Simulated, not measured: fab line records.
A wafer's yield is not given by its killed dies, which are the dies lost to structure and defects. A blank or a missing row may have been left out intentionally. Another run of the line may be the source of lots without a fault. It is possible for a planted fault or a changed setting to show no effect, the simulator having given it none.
Matching of chambers | flow n5Finfet | pecvd-02 running N5_BEOL_M10_DEP_56: 3 sister chambers
The step deposits SiCN from 3MS/NH3, target thk 15 nm, time 26.5 s. 3 wafers are shown with their chamber, then 7 later ones without.

WAFERS, EACH WITH ITS CHAMBER
wafer  | chamber | throttleValvePct (%)
L080.2 | 1       | 8.2
L094.1 | 2       | 9.5
L094.2 | 0       | 9.2

WAFERS WITHOUT THEIR CHAMBER
wafer  | throttleValvePct (%)
L094.4 | 9.2
L093.1 | 9.3
L093.2 | 9.1
L093.4 | 8.4
L097.1 | 8.6
L097.4 | 9.0
L097.5 | 8.6

CHAMBER TAKEN BY EACH
wafer  | from the rows above     | in truth
L094.4 | can't be placed: 0 or 2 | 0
L093.1 | can't be placed: 0 or 2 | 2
L093.2 | can't be placed: 0 or 2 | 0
L093.4 | 1                       | 1
L097.1 | can't be placed: 1 or 0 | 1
L097.4 | can't be placed: 0 or 2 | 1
L097.5 | can't be placed: 1 or 0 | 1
Correctly placed: 1 of 7. These rows do not allow placing 6 (true chamber among the candidates in 5). Number placed wrongly: 0.
How it was worked out, from the rows above alone: a wafer's distance from a chamber is the root of the sum, over the readings, of the square of ((its reading less the chamber's mean) divided by the reading's scatter). The wafer belongs to the nearest chamber; if the next one is less than 2 further off, it can't be placed. For every chamber, the mean is computed from those of its wafers that are shown. The scatter: with one shown wafer a chamber, the root of the mean of the squares of how far each hidden wafer lies from its nearest shown one.
